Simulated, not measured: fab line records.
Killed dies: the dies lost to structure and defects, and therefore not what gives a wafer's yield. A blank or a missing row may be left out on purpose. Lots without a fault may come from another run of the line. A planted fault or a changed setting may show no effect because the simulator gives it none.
Split-lot study + flow n5Finfet + 7 lots, 39 wafers read, on a route of 1938 steps

## THE SPLIT ITSELF
At N5_MOL_CONTACT_COAG_ETCH_106 (etches SOC in N2/H2, target depth 80 nm, overetch 16 nm, time 120 s), the setting targetDepthA was moved away from the recipe's 800 angstrom on 15 of the 39 wafers read, by -11.8% to +12.5%. This setting was run at the recipe's value on the other wafers.

The split's own step is where the reading is taken.

## THE READING
SiARC_of_MOL_CONTACT_COAG_COAT_104.thkNm (the simulator's own value, which no gauge read), in nm, at N5_MOL_CONTACT_COAG_ETCH_106 (etches SOC in N2/H2, target depth 80 nm, overetch 16 nm, time 120 s). The file does not state a usual value for it. Across the 24 wafers here that went through the recipe, the average is 6.4 nm and the standard deviation 0.12 nm.

| wafer  | tool, chamber at the split | targetDepthA as run, angstrom | against the recipe | SiARC_of_MOL_CONTACT_COAG_COAT_104.thkNm, nm | against lot-mates on the recipe |
|--------|----------------------------|-------------------------------|--------------------|----------------------------------------------|---------------------------------|
| L076.1 | rieDiel-04, 0,2,2          | 875.5                         | +9.4%              | 6                                            | -0.3                            |
| L076.3 | rieDiel-04, 0,2,2          | 875.5                         | +9.4%              | 6                                            | -0.3                            |
| L076.5 | rieDiel-04, 0,2,2          | 875.5                         | +9.4%              | 6                                            | -0.3                            |
| L076.2 | rieDiel-04, 1              | 800                           | recipe             | 6.2                                          | -                               |
| L076.6 | rieDiel-04, 1              | 800                           | recipe             | 6.2                                          | -                               |
| L076.4 | rieDiel-04, 3              | 800                           | recipe             | 6.4                                          | -                               |
| L078.1 | rieDiel-05, 1,0,0          | 800                           | recipe             | 6.4                                          | -                               |
| L078.2 | rieDiel-05, 1,0,0          | 800                           | recipe             | 6.4                                          | -                               |
| L078.6 | rieDiel-05, 1,0,0          | 800                           | recipe             | 6.4                                          | -                               |
| L078.3 | rieDiel-05, 3,2,3          | 725                           | -9.4%              | 6.8                                          | +0.4                            |
| L078.4 | rieDiel-05, 3,2,3          | 725                           | -9.4%              | 6.8                                          | +0.4                            |
| L078.5 | rieDiel-05, 3,2,3          | 725                           | -9.4%              | 6.8                                          | +0.4                            |
| L083.1 | rieDiel-01, 3,1,0,3        | 800                           | recipe             | 6.2                                          | -                               |
| L083.2 | rieDiel-01, 3,1,0,3        | 800                           | recipe             | 6.2                                          | -                               |
| L083.4 | rieDiel-01, 3,1,0,3        | 800                           | recipe             | 6.2                                          | -                               |
| L083.6 | rieDiel-01, 3,1,0,3        | 800                           | recipe             | 6.2                                          | -                               |
| L083.3 | rieDiel-01, 2              | 800                           | recipe             | 6.4                                          | -                               |
| L083.5 | rieDiel-01, 2              | 800                           | recipe             | 6.4                                          | -                               |
| L090.1 | rieDiel-04, 0              | 800                           | recipe             | 6.4                                          | -                               |
| L090.6 | rieDiel-04, 0              | 800                           | recipe             | 6.4                                          | -                               |
| L090.2 | rieDiel-04, 1              | 800                           | recipe             | 6.2                                          | -                               |
| L090.3 | rieDiel-04, 3              | 900.4                         | +12.5%             | 5.8                                          | -0.5                            |
| L090.5 | rieDiel-04, 3              | 900.4                         | +12.5%             | 5.8                                          | -0.5                            |
| L090.4 | rieDiel-04, 1              | 900.4                         | +12.5%             | 5.6                                          | -0.7                            |
| L091.1 | rieDiel-04, 2,0,3          | 706                           | -11.8%             | 7                                            | +0.5                            |
| L091.3 | rieDiel-04, 2,0,3          | 706                           | -11.8%             | 7                                            | +0.5                            |
| L091.6 | rieDiel-04, 2,0,3          | 706                           | -11.8%             | 7                                            | +0.5                            |
| L091.2 | rieDiel-04, 3,0            | 800                           | recipe             | 6.6                                          | -                               |
| L091.5 | rieDiel-04, 3,0            | 800                           | recipe             | 6.6                                          | -                               |
| L091.4 | rieDiel-04, 1              | 800                           | recipe             | 6.4                                          | -                               |
| L093.1 | rieDiel-05, 2              | 757.1                         | -5.4%              | 6.8                                          | +0.4                            |
| L093.2 | rieDiel-05, 0,1            | 757.1                         | -5.4%              | 6.6                                          | +0.2                            |
| L093.6 | rieDiel-05, 0,1            | 757.1                         | -5.4%              | 6.6                                          | +0.2                            |
| L093.3 | rieDiel-05, 1,3,0          | 800                           | recipe             | 6.4                                          | -                               |
| L093.4 | rieDiel-05, 1,3,0          | 800                           | recipe             | 6.4                                          | -                               |
| L093.5 | rieDiel-05, 1,3,0          | 800                           | recipe             | 6.4                                          | -                               |
| L097.1 | rieDiel-04, 3,2            | 800                           | recipe             | 6.4                                          | -                               |
| L097.5 | rieDiel-04, 3,2            | 800                           | recipe             | 6.4                                          | -                               |
| L097.4 | rieDiel-04, 1              | 800                           | recipe             | 6.2                                          | -                               |
If several chambers appear in one row, that row covers several wafers at once and the file leaves open which wafer was in which chamber.

FIT RESULTS
A straight line over all 39 wafers: SiARC_of_MOL_CONTACT_COAG_COAT_104.thkNm changes by -0.0489 nm for each +1% of targetDepthA; r = -0.94; the points scatter about the line by 0.11 nm.
The same after taking each lot's own level away (the mean of its wafers on the recipe; 39 wafers): -0.0413 nm for each +1%; r = -0.95; scatter 0.088 nm.
On that fit, the largest move of targetDepthA shifts the reading by 0.52 nm.
Measured against the standard deviation above, the lots' own levels, which go from 6.27 to 6.53 nm, span 2.2 times it.
In other words, the slope is changed by the lot-to-lot level; the two fits disagree.
Check: for one of the wafers moved furthest among these (+12.5%), held out of the fit, the line's prediction against its lot-mates is -0.508 nm. It came out at -0.533 nm against them.

## FURTHER SPLITS ON THESE WAFERS
Other splits were also applied to these wafers ahead of the reading. Each is held against what the fit with the lots' levels taken away leaves over:
| other split on the same wafers    | wafers away from the commonest value | r with SiARC_of_MOL_CONTACT_COAG_COAT_104.thkNm (lot level and that fit taken away) |
|-----------------------------------|--------------------------------------|-------------------------------------------------------------------------------------|
| N5_WELL_APT_EXPOSE_05 doseMj      | 12                                   | -0.30                                                                               |
| N5_DUMMY_GATE_ETCH_37 sourceW     | 9                                    | +0.21                                                                               |
| N5_DUMMY_GATE_ETCH_32 timeS       | 18                                   | -0.11                                                                               |
| N5_SD_EPI_P_EPI_21 epiGrowthTimeS | 12                                   | -0.23                                                                               |

## FILE'S OWN FIT
SiARC_of_MOL_CONTACT_COAG_COAT_104.thkNm changes by -0.0413 nm for each +1% of targetDepthA, r = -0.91.
